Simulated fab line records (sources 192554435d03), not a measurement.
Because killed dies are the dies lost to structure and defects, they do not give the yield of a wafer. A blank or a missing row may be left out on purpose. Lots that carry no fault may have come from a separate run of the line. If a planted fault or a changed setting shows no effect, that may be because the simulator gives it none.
fab line records | flow n5_finfet
[record] lots = 3 | wafers = 8 | last_day = 18
route steps=1938 shown BEOL_M7@1299 BEOL_M8@1332 BEOL_M15@1830 PASSIVATION@1936
lots with no fault: from the same line, run without faults
start_h: start of the lot's first displayed wafer, in hours after the record's first day | wait_h: hours from the lot's prior step to this one | " repeats the value in the row above | L1.1+2: several wafers, shown together as one row | - either no value or no given start | * or withheld: withheld | < > ~ a bound
route shown NAME@n: a module of which the file shows steps, and the number in the route of the first | usual: the fault-free wafers' mean and standard deviation | same: alike in all rows | chamber/n: place in a boat | sites: the reading at each site | _std_site: the standard deviation of these | _edge_site: inner sites' mean taken away from outer sites' mean | radius_mm: for every site, how far away it sits from the centre of the wafer | mask NAME#n: copy n | behind: the tool/chamber that last shaped the wafer | hold: why the lot was held/for how many hours/how that ended | device: transistor that didn't switch, given as n, p or np | end of line: the same wafers' tests at the end of the route | for a step that has no rows: nothing shown but its recipe | killed: at the first sort, the dies lost to defects and structure; wafer yield is something else | map: dies across one wafer; x = killed, . = not, _ = none there
set.NAME: the setting the step ran with; set.NAME@STEP: the setting that earlier step ran with | model.NAME: the simulator's own value behind a step, which no gauge read
lots at some steps of the route; a table a step, a row a wafer
services: from which hour (start_h, from the record's first day; less than 0 if before it) a tool's chamber was out of use, for how many hours, and why
[[steps]]
[step N5_BEOL_M7_DESCUM_33]
[recipe] chemistry = O2 | time_s = 7 | source_power_w = 50 | bias_power_w = 20 | pressure_mtorr = 20 | rf_frequency_hz = 2.712e+07 | temp_c = 40 | resist = CAR-EUV | o2_flow_sccm = 225
[step N5_BEOL_M7_ETCH_72]
[recipe] chemistry = N2/H2 | target = underlayer | target_depth_a = 65 | mask_material = CAR-EUV | time_s = 5.2 | ion_energy_ev = 200 | pressure_mtorr = 30 | source_w = 840 | bias_w = 150 | n2_flow_sccm = 200 | h2_flow_sccm = 200 | ends = cleared
[step N5_BEOL_M7_ETCH_65]
[recipe] chemistry = CF4 | target = SiARC | target_depth_a = 156 | mask_material = CAR-EUV | time_s = 26 | ion_energy_ev = 80 | pressure_mtorr = 40 | source_w = 545 | bias_w = 36 | Ar_flow_sccm = 100 | cf4_flow_sccm = 100 | ends = cleared
[step N5_BEOL_M7_ETCH_66]
[recipe] chemistry = N2/H2 | target = SOC | target_depth_a = 800 | overetch_a = 160 | mask_material = SiARC | temp_c = 40 | time_s = 120 | ion_energy_ev = 200 | pressure_mtorr = 30 | source_w = 840 | bias_w = 150 | n2_flow_sccm = 200 | h2_flow_sccm = 200
[step N5_BEOL_M7_STRIP_69]
[recipe] chemistry = N2/H2 | temp_c = 40 | n2_flow_sccm = 200 | h2_flow_sccm = 200 | rf_frequency_hz = 6e+07
[step N5_BEOL_M7_STRIP_73]
[recipe] chemistry = N2/H2 | temp_c = 40 | n2_flow_sccm = 200 | h2_flow_sccm = 200 | rf_frequency_hz = 6e+07
[step N5_BEOL_M7_VIA_ETCH_34]
[recipe] chemistry = C4F6/O2 | target = SiCOH_lowk | target_depth_a = 1255 | mask_material = SOC | taper_deg = 4 | time_s = 50.5 | ion_energy_ev = 250 | pressure_mtorr = 30 | source_w = 345 | bias_w = 185 | Ar_flow_sccm = 300 | C4F6_flow_sccm = 10 | O2_flow_sccm = 10
[step N5_BEOL_M7_STRIP_76]
[recipe] chemistry = C4F6/O2 | resist = SiARC | rf_frequency_hz = 6e+07
[step N5_BEOL_M7_STRIP_36]
[recipe] chemistry = N2/H2 | power_w = 450 | temp_c = 40 | pressure_mtorr = 20 | rf_frequency_hz = 6e+07 | overash_fraction = 0.3 | bias_power_w = 7 | h2_frac = 0.5 | n2_flow_sccm = 200 | h2_flow_sccm = 200
[step N5_BEOL_M7_TRENCH_ETCH_37]
[recipe] chemistry = C4F6/O2 | target_depth_a = 934.78 | target = SiCOH_lowk | time_s = 31.2 | ion_energy_ev = 250 | pressure_mtorr = 30 | source_w = 345 | bias_w = 185 | Ar_flow_sccm = 300 | C4F6_flow_sccm = 10 | O2_flow_sccm = 10
[usual] C4F6_flow_sccm = 9.999/0.03 | O2_flow_sccm = 10.002/0.029 | chamber_pressure_mTorr = 30.001/0.028 | drypump_motor_current_A = 5.6/0.3 | oes_product_au = 0.78/0.086 | rf_vpp_V = 668/9.6 | showerhead_plenum_p_Torr = 2.87/0.059 | throttle_valve_pct = 20.88/0.18
lot.wafer | tool        | chamber | start_h | wait_h | C4F6_flow_sccm | O2_flow_sccm | chamber_pressure_mTorr | drypump_motor_current_A | oes_product_au | rf_hours_counter_h | rf_vpp_V | showerhead_plenum_p_Torr | throttle_valve_pct | model.etch.depth_nm | model.BEOL_M7.feature_depth_nm | model.TiN_of_BEOL_M7_HM_DEP_02.thk_nm
L265.1    | rie_diel-01 | 2       | 204.90  | -      | 9.999          | 10.016       | 29.987                 | 5.3                     | 0.67           | 238                | 667      | 2.82                     | 20.92              | 92.73               | 92.8                           | 17.8
L265.4    | "           | 0       | "       | "      | 9.951          | 9.951        | 30.037                 | 6.1                     | 0.87           | 21                 | 657      | 2.88                     | 20.75              | 90.96               | 91                             | 17.8
L265.6    | "           | 1       | "       | "      | 9.978          | 9.947        | 30.004                 | 6.0                     | 0.69           | -                  | 670      | 2.90                     | 21.21              | 90.88               | 90.8                           | 17.8
L268.1    | rie_diel-05 | 1       | 228.18  | -      | 9.975          | 10.006       | 29.986                 | 5.3                     | 0.81           | 101                | 679      | 2.84                     | 20.55              | 94.54               | 94.6                           | 16.8
L268.3    | "           | 2       | "       | "      | 10.016         | 10.024       | 30.012                 | 5.5                     | 0.83           | 66                 | 679      | 2.89                     | 20.96              | 93.1                | 93.2                           | 16.8
L268.5    | "           | 2       | "       | "      | 10.030         | 9.968        | 30.010                 | 5.5                     | 0.83           | -                  | 679      | 2.89                     | 20.94              | 92.85               | 92.8                           | 16.8
L286.3    | rie_diel-01 | 0       | 348.28  | -      | 9.925          | 9.982        | 29.976                 | 6.1                     | 1.03           | 77                 | 655      | 2.85                     | 20.90              | 133.7               | 133.6                          | 15.8
L286.6    | "           | 2       | "       | "      | 10.042         | 9.987        | 30.005                 | 5.3                     | 1.15           | -                  | 666      | 2.80                     | 20.77              | 137                 | 137                            | 15.6
[step N5_BEOL_M7_ETCH_41]
[recipe] chemistry = CH3F/O2 | target = SiCN | target_depth_a = 319 | taper_deg = 2 | time_s = 57.8 | ion_energy_ev = 120 | mask_material = TiN | pressure_mtorr = 30 | source_w = 395 | bias_w = 75 | Ar_flow_sccm = 150 | CH3F_flow_sccm = 30 | O2_flow_sccm = 20
[step N5_BEOL_M7_STRIP_80]
[recipe] chemistry = N2/H2 | time_s = 10 | power_w = 450 | temp_c = 40 | pressure_mtorr = 20 | rf_frequency_hz = 6e+07 | bias_power_w = 7 | n2_flow_sccm = 200 | h2_flow_sccm = 200
[step N5_BEOL_M7_OCD_MEAS_38]
[usual] trench_depth_nm = 93.2/1.7
lot.wafer | tool   | chamber | start_h | wait_h | trench_depth_nm
L265.1    | ocd-02 | -       | 205.06  | -      | 92.7
L265.4    | "      | -       | "       | "      | 91.0
L265.6    | "      | -       | "       | "      | 91.4
L268.1    | ocd-01 | -       | 228.34  | -      | 94.7
L268.3    | "      | -       | "       | "      | 93.6
L268.5    | "      | -       | "       | "      | 92.7
L286.3    | ocd-01 | -       | 348.44  | -      | 133.6
L286.6    | "      | -       | "       | "      | 136.7
[step N5_BEOL_M7_HM_STRIP_39]
[recipe] chemistry = peroxide_tin_strip | material = TiN | target_depth_a = 250 | temp_c = 50 | time_s = 158
[step N5_BEOL_M7_SRD_40]
[recipe] time_s = 30 | temp_c = 23 | rinse_liquid = diw | dry = ipa_marangoni
[step N5_BEOL_M7_PRECLEAN_42]
[recipe] chemistry = residue_remover | time_s = 60 | temp_c = 40
[step N5_BEOL_M7_SRD_43]
[recipe] time_s = 30 | temp_c = 23 | rinse_liquid = diw | dry = ipa_marangoni
[step N5_BEOL_M7_CURE_75]
[recipe] temp_c = 370 | time_s = 120 | ambient = DMADMS/He | material = SiCOH_lowk
[step N5_BEOL_M7_DEGAS_44]
[recipe] ambient = vacuum | temp_c = 250 | time_s = 60
[step N5_BEOL_M7_PRE_CLEAN_45]
[recipe] gas = H2/He | time_s = 30 | temp_c = 250
[step N5_BEOL_M7_ALD_77]
[recipe] material = TaN | target_thk_a = 20 | temp_c = 275 | ald_precursor_family = PDMAT | ald_co_reactant = NH3 | pressure_torr = 3 | carrier_flow_sccm = 1500 | pulse_time_s = 2 | purge_time_s = 3 | co_reactant_purge_time_s = 2 | co_reactant_pulse_time_s = 3 | ald_cycles = 40 | precursor_vessel_temp_c = 75 | precursor_vessel_pressure_torr = 26.25 | precursor_vessel_carrier_sccm = 1000
[step N5_BEOL_M7_SURFACE_TREAT_79]
[recipe] gas = Ar | time_s = * | ion_energy_ev = * | ion_current_ma_cm2 = 0.5 | pressure_mtorr = * | ar_flow_sccm = 30
[step N5_BEOL_M7_CVD_78]
[recipe] material = Co | target_thk_a = 20 | temp_c = withheld | precursor = CCTBA/H2 | pressure_torr = 30 | time_s = 142.3
[step N5_BEOL_M7_SPUTTER_48]
[recipe] material = Cu | target_thk_a = 100 | temp_c = -20 | bias_v = 60 | power_w = 26000 | chamber_pressure_pa = 0.13 | time_s = 1.667
[step N5_BEOL_M7_ECD_50]
[recipe] material = Cu | target_thk_a = 3000
[step N5_BEOL_M7_ANNEAL_51]
[recipe] temp_c = 225 | time_s = 90 | ambient = N2
[step N5_BEOL_M7_CMP_52]
[recipe] stop_on = SiCOH_lowk | t_overpolish_s = 6.9 | down_force_psi = 1 | platen_rpm = 50 | clearing_platen_down_force_psi = 1.5 | clearing_platen_rpm = 50 | post_cmp_clean = cu_alkaline | target_thk_nm = 80 | clearing_platen_pad_velocity_m_s = 0.99484 | pad_velocity_m_s = 0.99484
[usual] motor_current_A = 5.9/0.7
lot.wafer | tool   | chamber | start_h | wait_h | motor_current_A | model.Cu_of_BEOL_M7_ECD_50.thk_nm
L265.4    | cmp-01 | 3       | 207.27  | 0.1    | 6.9             | 73.8
L265.1    | "      | 1       | "       | "      | 5.3             | 77.2
L265.6    | "      | 3       | "       | "      | 7.1             | 75.6
L268.3    | cmp-03 | 0       | 230.75  | 0.6    | 5.0             | 78.6
L268.1    | "      | 3       | "       | "      | 5.0             | 81.8
L268.5    | "      | 1       | "       | "      | 7.0             | 78.2
L286.3    | cmp-01 | 1       | 352.07  | 0.3    | 5.2             | 120
L286.6    | "      | 1       | "       | "      | 5.1             | 124
[step N5_BEOL_M7_THK_MEAS_53]
[recipe] thk_meas_gauge = xrf | reads = Cu_of_BEOL_M7_ECD_50
[usual] M7_THK = 77.8/2.1
lot.wafer | tool          | chamber | start_h | wait_h | M7_THK[nm]
L265.1    | film_metro-02 | -       | 207.57  | -      | 75.0
L265.4    | "             | -       | "       | "      | 71.5
L265.6    | "             | -       | "       | "      | 73.7
L268.1    | film_metro-01 | -       | 231.04  | -      | 80.5
L268.3    | "             | -       | "       | "      | 76.7
L268.5    | "             | -       | "       | "      | 76.8
L286.3    | film_metro-02 | -       | 352.36  | -      | 118.1
L286.6    | "             | -       | "       | "      | 122.5
[step N5_BEOL_M7_PRE_CLEAN_55]
[recipe] gas = NH3 | time_s = 15 | temp_c = withheld | rf_power_w = 300
[step N5_BEOL_M7_DEP_56]
[recipe] material = SiCN | target_thk_a = 100 | temp_c = withheld | precursor = 3MS/NH3 | pressure_torr = 3 | rf_w = 202 | time_s = 17.5
[step N5_BEOL_M7_RS_MEAS_57]
[recipe] thk_meas_gauge = four-point-probe | reads = Cu_of_BEOL_M7_ECD_50+Co_of_BEOL_M7_CVD_78+TaN_of_BEOL_M7_ALD_77
[usual] M7_RS = 0.289/0.0091
lot.wafer | tool          | chamber | start_h | wait_h | M7_RS[ohm/sq]
L265.1    | film_metro-02 | -       | 207.70  | 0.1    | 0.298
L265.4    | "             | -       | "       | "      | 0.315
L265.6    | "             | -       | "       | "      | 0.306
L268.1    | film_metro-02 | -       | 231.17  | 0.1    | 0.278
L268.3    | "             | -       | "       | "      | 0.292
L268.5    | "             | -       | "       | "      | 0.293
L286.3    | film_metro-02 | -       | 352.49  | 0.1    | 0.179
L286.6    | "             | -       | "       | "      | 0.173
[step N5_BEOL_M8_ILD_DEP_00]
[recipe] material = SiCOH_lowk | target_thk_a = 1797.5 | temp_c = 300 | precursor = DEMS/porogen | pressure_torr = 5 | rf_w = 500 | time_s = 33.4
[step N5_BEOL_M8_CURE_74]
[recipe] temp_c = 385 | time_s = 240 | ambient = He/Ar | material = SiCOH_lowk
[step N5_BEOL_M8_PECVD_70]
[recipe] material = SiO2 | target_thk_a = 200 | temp_c = 400 | precursor = TEOS/O2 | pressure_torr = 5.5 | rf_w = 450 | teos_flow_sccm = 53.8 | gas = O2 | flow_sccm = 3000 | time_s = 22.7
[step N5_BEOL_M8_HM_DEP_02]
[recipe] material = TiN | target_thk_a = 200 | temp_c = 25 | chamber_pressure_pa = 0.49996
[step N5_BEOL_M8_COAT_59]
[recipe] resist = SOC | temp_c = 250 | time_s = 60 | spin_rpm = 1500 | resist_thk_nm = 100
[step N5_BEOL_M15_RC_MEAS_101]
[usual] COMB_M10 = 1.43e-11/2.7e-12 | COMB_M11 = 1.45e-11/3e-12 | COMB_M12 = 6.5e-12/1.4e-12 | COMB_M13 = 5.1e-12/9.9e-13 | COMB_M14 = 3.9e-12/9.6e-13 | COMB_M15 = 2.6e-12/6.6e-13 | COMB_M5 = 3.6e-11/7.6e-12 | COMB_M6 = 2.6e-11/5.4e-12 | COMB_M6_max_site = 3.7e-11/8.6e-12 | COMB_M8 = 2.5e-11/4.9e-12 | COMB_M9 = 1.5e-11/2.9e-12 | SERP_M10 = 3.09/0.072 | SERP_M11 = 3.09/0.1 | SERP_M12 = 0.636/0.017 | SERP_M13 = 0.311/0.0063 | SERP_M14 = 0.162/0.0032 | SERP_M5 = 39.0/1.6 | SERP_M6 = 13.8/0.53 | SERP_M7 = 14.0/0.63 | SERP_M7_max_site = 14.5/0.71 | SERP_M8 = 13.6/0.54 | SERP_M9 = 3.11/0.086
lot.wafer | tool      | chamber | start_h | wait_h | COMB_M10[S/m] | COMB_M11[S/m] | COMB_M12[S/m] | COMB_M13[S/m] | COMB_M14[S/m] | COMB_M15[S/m] | COMB_M5[S/m] | COMB_M6[S/m] | COMB_M6_max_site[S/m] | COMB_M8[S/m] | COMB_M9[S/m] | SERP_M10[ohm/um] | SERP_M11[ohm/um] | SERP_M12[ohm/um] | SERP_M13[ohm/um] | SERP_M14[ohm/um] | SERP_M5[ohm/um] | SERP_M6[ohm/um] | SERP_M7[ohm/um] | SERP_M7_max_site[ohm/um] | SERP_M8[ohm/um] | SERP_M9[ohm/um]
L265.1    | prober-01 | 0       | 265.04  | 0.0    | 1.78e-11      | 1.43e-11      | 5.9e-12       | 6.4e-12       | 3.9e-12       | 3.4e-12       | 3.7e-11      | 2e-11        | 3e-11                 | 2.4e-11      | 1.58e-11     | 3.14             | 3.10             | 0.652            | 0.309            | 0.166            | 39.0            | 14.0            | 14.3            | 15.0                     | 13.9            | 3.15
L265.4    | "         | 0       | "       | "      | 1.76e-11      | 1.09e-11      | 7e-12         | 5.8e-12       | 4.4e-12       | 2.7e-12       | 3.7e-11      | 2.8e-11      | 3.5e-11               | 2.9e-11      | 1.76e-11     | 3.13             | 3.29             | 0.642            | 0.311            | 0.164            | 37.9            | 14.3            | 16.3            | 16.8                     | 13.8            | 3.15
L265.6    | "         | 0       | "       | "      | 1.18e-11      | 1.25e-11      | 5.9e-12       | 6.3e-12       | 4.4e-12       | 2.4e-12       | 3e-11        | 2.1e-11      | 3.3e-11               | 2.5e-11      | 2.04e-11     | 2.99             | 3.12             | 0.667            | 0.316            | 0.157            | 39.4            | 14.7            | 15.1            | 15.8                     | 14.4            | 3.07
L268.1    | prober-01 | 0       | 293.68  | 0.0    | 1.26e-11      | 2.1e-11       | 8e-12         | 3.4e-12       | 3.3e-12       | 2.5e-12       | 3e-11        | 2.6e-11      | 4.2e-11               | 2.1e-11      | 1.31e-11     | 3.18             | 2.92             | 0.659            | 0.322            | 0.155            | 40.7            | 14.5            | 13.6            | 14.2                     | 13.1            | 3.31
L268.3    | "         | 0       | "       | "      | 1.13e-11      | 1.23e-11      | 8.9e-12       | 4e-12         | 4e-12         | 3.8e-12       | 3.6e-11      | 2.7e-11      | 3.7e-11               | 3.3e-11      | 1.57e-11     | 3.11             | 3.08             | 0.631            | 0.313            | 0.157            | 37.8            | 14.0            | 14.7            | 15.0                     | 13.6            | 3.27
L268.5    | "         | 0       | "       | "      | 1.5e-11       | 1.9e-11       | 5.5e-12       | 2.9e-12       | 3.3e-12       | 2e-12         | 3.7e-11      | 2.7e-11      | 3.5e-11               | 2.3e-11      | 9.1e-12      | 3.08             | 2.98             | 0.636            | 0.313            | 0.164            | 37.2            | 14.3            | 14.7            | 15.4                     | 13.2            | 3.22
L286.3    | prober-02 | 0       | 419.03  | 0.3    | 8.5e-12       | 7.8e-12       | 5.3e-12       | 3.1e-12       | 3.4e-12       | 2.2e-12       | 3.5e-11      | 2e-11        | 2.6e-11               | 1.7e-11      | 1.49e-11     | 3.09             | 3.01             | 0.627            | 0.302            | 0.161            | 39.1            | 13.5            | 8.5             | 8.7                      | 14.4            | 3.07
L286.6    | "         | 0       | "       | "      | 1.27e-11      | 9.3e-12       | 7.2e-12       | 3.4e-12       | 2.1e-12       | 1.2e-12       | 3.9e-11      | 1.8e-11      | 2.4e-11               | 2.5e-11      | 1.83e-11     | 3.17             | 3.02             | 0.631            | 0.306            | 0.162            | 39.1            | 13.9            | 8.2             | 8.5                      | 13.3            | 3.08
// sites SERP_M7 radius_mm=0,75,75,75,75,140,140,140,140
L265.1 14.0 14.6 14.7 15.0 14.5 14.1 14.1 14.3 13.5
L268.1 13.2 13.3 14.0 13.6 13.2 13.7 14.1 13.5 14.2
L286.3 8.6 8.6 8.6 8.7 8.5 8.4 8.5 8.5 8.4
[step N5_PASSIVATION_PROBE_49]
[usual] defect_limited_yield = 91.7/1.7 | killed_at_M0_to_M3 = 34/10 | killed_at_M4_up = 13/5.1 | killed_at_contacts = 12/6.2 | killed_at_front_end = 36/12 | killed_at_other = 3.2/2.6 | killed_dies = 98/20 | killed_on_rim = 13/4.5 | killed_open = 65/13 | killed_short = 32/8.4 | sort_bin_5_function = 4.8/1.1 | sort_bin_6_memory = 3.2/0.74 | sort_bin_8_speed = 0.00/0.012 | sort_n_pass = 1082/20 | sort_yield_pct = 91.7/1.7
[same] gross_dies = 1180 | killed_at_back_side = 0 | sort_bin_4_leakage[%] = 0
lot.wafer | tool      | chamber | start_h | wait_h | defect_limited_yield[%] | killed_at_M0_to_M3 | killed_at_M4_up | killed_at_contacts | killed_at_front_end | killed_at_other | killed_dies | killed_on_rim | killed_open | killed_short | sort_bin_5_function[%] | sort_bin_6_memory[%] | sort_bin_8_speed[%] | sort_n_pass | sort_yield_pct[%]
L265.1    | prober-01 | -       | 279.89  | 0.0    | 93.2                    | 29                 | 14              | 7                  | 26                  | 4               | 80          | 11            | 51          | 28           | 3.9                    | 2.6                  | 0                   | 1100        | 93.2
L265.4    | prober-01 | -       | 280.04  | 0.2    | 94.1                    | 25                 | 7               | 12                 | 25                  | 1               | 70          | 14            | 43          | 23           | 3.4                    | 2.3                  | 0                   | 1110        | 94.1
L265.6    | prober-01 | -       | 280.14  | 0.3    | 94.4                    | 27                 | 6               | 8                  | 25                  | 0               | 66          | 9             | 38          | 27           | 3.1                    | 2.2                  | 0                   | 1114        | 94.4
// killed by level:class
L265.1 BEOL_M1:geometric_particle:open=8 MOL_CONTACT_COAG:geometric_particle:open=7 BEOL_M2:geometric_particle:open=6 FIN_SAQP:geometric_particle:open=5 GATE_CUT:geometric_particle:short=5 BEOL_M1:geometric_particle:short=5 STARTING-WAFER:geometric_particle:short=4 STI_FIN_REVEAL:geometric_particle:open=3
L265.4 MOL_CONTACT_COAG:geometric_particle:open=9 DUMMY_GATE:geometric_particle:open=6 BEOL_M1:geometric_particle:short=5 BEOL_M2:geometric_particle:open=5 BEOL_M0_SAQP:geometric_particle:short=4 BEOL_M0_SAQP:geometric_particle:open=4 BEOL_M1:geometric_particle:open=4 STARTING-WAFER:geometric_particle:short=4
L265.6 BEOL_M2:geometric_particle:open=9 MOL_CONTACT_COAG:geometric_particle:open=6 BEOL_M3:geometric_particle:open=5 STARTING-WAFER:geometric_particle:short=4 GATE_CUT:geometric_particle:short=4 BEOL_M0_SAQP:geometric_particle:short=4 BEOL_M1:geometric_particle:short=4 FIN_SAQP:geometric_particle:short=3
[[services]]
tool        | chamber | start_h | hours | kind
cmp-01      | -       | 196.87  | 1.1   | repair
cmp-01      | -       | 216.71  | 2.7   | repair
cmp-01      | -       | 228.63  | 4.0   | pm
cmp-01      | -       | 232.63  | -     | consumable_replace:conditioner
cmp-01      | -       | 232.63  | -     | consumable_replace:pad
rie_diel-01 | 1       | 239.29  | -     | clean
rie_diel-01 | 1       | 239.29  | -     | consumable_replace:focus_ring
rie_diel-01 | 1       | 239.29  | 17.8  | scheduled_down
rie_diel-01 | 1       | 239.29  | 17.8  | vent_cycle
cmp-01      | -       | 249.01  | 5.0   | pm
rie_diel-01 | 2       | 257.19  | -     | clean
rie_diel-01 | 2       | 257.19  | -     | consumable_replace:focus_ring
rie_diel-01 | 2       | 257.19  | 19.0  | scheduled_down
rie_diel-01 | 2       | 257.19  | 19.0  | vent_cycle
cmp-01      | -       | 258.07  | 4.0   | repair
rie_diel-05 | 3       | 300.48  | -     | clean
rie_diel-05 | 3       | 300.48  | -     | consumable_replace:focus_ring
cmp-03      | -       | 310.81  | 1.6   | repair
cmp-03      | -       | 316.38  | 4.0   | pm
rie_diel-01 | 3       | 329.15  | -     | clean
rie_diel-01 | 3       | 329.15  | -     | consumable_replace:focus_ring
rie_diel-01 | 3       | 329.15  | 21.2  | scheduled_down
rie_diel-01 | 3       | 329.15  | 21.2  | vent_cycle
cmp-03      | -       | 343.22  | 4.0   | pm
[[key]]
[first_sign] step = N5_BEOL_M7_TRENCH_ETCH_37 | reading = oes_product_au | direction = up | sigmas = 3.6 | usual = 0.78 | struck = 1.09
[effect] step = N5_BEOL_M7_OCD_MEAS_38 | reading = trench_depth_nm | direction = up | sigmas = 25 | usual = 93.2 | struck = 135.2
[effect] step = N5_BEOL_M7_THK_MEAS_53 | reading = M7_THK | direction = up | sigmas = 20 | usual = 77.8 | struck = 120.3
[effect] step = N5_BEOL_M7_RS_MEAS_57 | reading = M7_RS | direction = down | sigmas = 12 | usual = 0.289 | struck = 0.176
[effect] step = N5_BEOL_M15_RC_MEAS_101 | reading = SERP_M7 | direction = down | sigmas = 8.9 | usual = 14.0 | struck = 8.4
[model_effect] step = N5_BEOL_M7_TRENCH_ETCH_37 | value = etch.depth_nm | without = 91.87 | struck = 135.4
[model_effect] step = N5_BEOL_M7_CMP_52 | value = Cu_of_BEOL_M7_ECD_50.thk_nm | without = 78.6 | struck = 122
met_at N5_BEOL_M7_TRENCH_ETCH_37
struck_wafers L286.3,L286.6
onset_between 204.90 348.28
[fault] kind = process_parameter_drift | tool = rie_diel-01 | chamber = - | onset_h = 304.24 | steps = N5_BEOL_M7_TRENCH_ETCH_37 | channel = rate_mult | offset = 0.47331 | shape = step | end_h = 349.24 | scope = struck_wafers_only
